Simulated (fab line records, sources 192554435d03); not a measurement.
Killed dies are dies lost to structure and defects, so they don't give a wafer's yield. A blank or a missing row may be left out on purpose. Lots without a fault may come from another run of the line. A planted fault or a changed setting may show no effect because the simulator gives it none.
Split-lot experiment | flow n5_finfet | 7 lots, 39 wafers read, on a route of 1938 steps

THE SPLIT
At N5_PASSIVATION_PECVD_55 (deposits SiO2 from SiH4/N2O, target thk 400 nm, time 22.5 s), the setting time_s was moved away from the recipe's 22.5 s on 9 of the 39 wafers read, by -43.0% to +48.2%. The other wafers ran this setting at the recipe's value.

FROM THE SPLIT TO THE READING: what the file shows between them, 4 steps
- N5_PASSIVATION_PECVD_01: deposits SiNx from SiH4/NH3/N2, target thk 200 nm, time 43.2 s
- N5_PASSIVATION_HMDS_03: time 60 s
- N5_PASSIVATION_DESCUM_12: chemistry O2, time 7.9 s
- N5_PASSIVATION_PASS_ETCH_74: etches SiNx in CF4/O2, target depth 220 nm, time 110 s

THE READING
TV_OPEN.cd_offset_nm (the simulator's own value, which no gauge read), in nm, at N5_PASSIVATION_VIA_ETCH_13 (etches SiO2 in CHF3/O2, target depth 660 nm, time 330 s). The file gives no usual value for it. The 30 wafers here that ran the recipe average 1.6 nm, standard deviation 0.5 nm.

wafer  | tool, chamber at the split | time_s as run, s | against the recipe | TV_OPEN.cd_offset_nm, nm | against lot-mates on the recipe
L085.1 | pecvd-04, 2                | 22.5             | recipe             | 0.2                      | -
L085.2 | pecvd-04, 1                | 22.5             | recipe             | 1.2                      | -
L085.3 | pecvd-04, 2                | 22.5             | recipe             | 1.4                      | -
L085.4 | pecvd-04, 1                | 22.5             | recipe             | 1.2                      | -
L085.5 | pecvd-04, 1                | 22.5             | recipe             | 1.8                      | -
L085.6 | pecvd-04, 2                | 22.5             | recipe             | 0.6                      | -
L087.1 | pecvd-03, 2                | 22.5             | recipe             | 1.2                      | -
L087.2 | pecvd-03, 1                | 22.5             | recipe             | 1.6                      | -
L087.3 | pecvd-03, 0                | 22.5             | recipe             | 2                        | -
L087.4 | pecvd-03, 0                | 33.35            | +48.2%             | -1                       | -2.6
L087.5 | pecvd-03, 2                | 33.35            | +48.2%             | -0.8                     | -2.4
L087.6 | pecvd-03, 1                | 33.35            | +48.2%             | -0.2                     | -1.8
L090.1 | pecvd-03, 0                | 22.5             | recipe             | 2                        | -
L090.2 | pecvd-03, 2                | 22.5             | recipe             | 2                        | -
L090.3 | pecvd-03, 1                | 22.5             | recipe             | 2.2                      | -
L090.4 | pecvd-03, 2                | 22.5             | recipe             | 2                        | -
L090.5 | pecvd-03, 0                | 22.5             | recipe             | 1.4                      | -
L090.6 | pecvd-03, 1                | 22.5             | recipe             | 2                        | -
L092.1 | pecvd-03, 2                | 22.5             | recipe             | 1.4                      | -
L092.2 | pecvd-03, 0                | 22.5             | recipe             | 2                        | -
L092.3 | pecvd-03, 1                | 16.49            | -26.7%             | 3                        | +1.3
L092.4 | pecvd-03, 1                | 16.49            | -26.7%             | 3                        | +1.3
L092.5 | pecvd-03, 2                | 22.5             | recipe             | 1.8                      | -
L092.6 | pecvd-03, 0                | 16.49            | -26.7%             | 2.8                      | +1.1
L093.1 | pecvd-01, 2                | 12.82            | -43.0%             | 3.6                      | +2.0
L093.2 | pecvd-01, 0                | 12.82            | -43.0%             | 4.2                      | +2.6
L093.3 | pecvd-01, 1                | 12.82            | -43.0%             | 3.4                      | +1.8
L093.4 | pecvd-01, 1                | 22.5             | recipe             | 1.6                      | -
L093.5 | pecvd-01, 0                | 22.5             | recipe             | 1.6                      | -
L093.6 | pecvd-01, 2                | 22.5             | recipe             | 1.6                      | -
L091.1 | pecvd-01, 0                | 22.5             | recipe             | 1                        | -
L091.2 | pecvd-01, 2,1              | 22.5             | recipe             | 2.2                      | -
L091.3 | pecvd-01, 2,1              | 22.5             | recipe             | 1.4                      | -
L091.4 | pecvd-01, 0                | 22.5             | recipe             | 0.8                      | -
L091.5 | pecvd-01, 2                | 22.5             | recipe             | 2.4                      | -
L091.6 | pecvd-01, 1                | 22.5             | recipe             | 1.2                      | -
L096.1 | pecvd-04, 2                | 22.5             | recipe             | 2.2                      | -
L096.2 | pecvd-04, 1                | 22.5             | recipe             | 1.8                      | -
L096.5 | pecvd-04, 0                | 22.5             | recipe             | 1.8                      | -
Where a row lists several chambers, the file gives one row for several wafers and doesn't say which wafer went through which chamber.

THE FIT
A straight line over all 39 wafers: TV_OPEN.cd_offset_nm changes by -0.0484 nm for each +1% of time_s; r = -0.90; the points scatter about the line by 0.47 nm.
The same after taking each lot's own level away (the mean of its wafers on the recipe; 39 wafers): -0.0477 nm for each +1%; r = -0.93; scatter 0.39 nm.
On that fit, the largest move of time_s shifts the reading by 2.3 nm.
The lots' own levels span 1.07 to 1.93 nm, that is 1.7 times the standard deviation above.
So the lot-to-lot level changes the slope little: the two slopes agree.
Check: with one of the wafers moved furthest among these (+48.2%) left out of the fit, the line predicts -2.22 nm for it against its lot-mates. It came out at -2.6 nm against them.

OTHER SPLITS ON THESE WAFERS
These wafers also went through other splits before the reading. Each is held against what the fit with the lots' levels taken away leaves over:
other split on the same wafers            | wafers away from the commonest value | r with TV_OPEN.cd_offset_nm (lot level and that fit taken away)
N5_BEOL_M11_TRENCH_ETCH_37 target_depth_a | 18                                   | +0.17

THE WHOLE CHAIN: every reading that the file lists as answering this split, in the file's order
step                       | what it does                                                | reading                                                                              | change (the file's fit)                | r (the file's)
N5_PASSIVATION_PECVD_55    | deposits SiO2 from SiH4/N2O, target thk 400 nm, time 22.5 s | SiO2_of_PASSIVATION_PECVD_55.thk_nm (the simulator's own value, which no gauge read) | +4.05 nm for each +1% of the setting   | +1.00
N5_PASSIVATION_VIA_ETCH_13 | etches SiO2 in CHF3/O2, target depth 660 nm, time 330 s     | etch_rf_on_time_s                                                                    | withheld for each +1% of the setting   | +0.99
N5_PASSIVATION_VIA_ETCH_13 | etches SiO2 in CHF3/O2, target depth 660 nm, time 330 s     | TV_OPEN.cd_offset_nm (the simulator's own value, which no gauge read)                | -0.0477 nm for each +1% of the setting | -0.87

THE FILE'S OWN FIT
TV_OPEN.cd_offset_nm changes by -0.0477 nm for each +1% of time_s, r = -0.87.
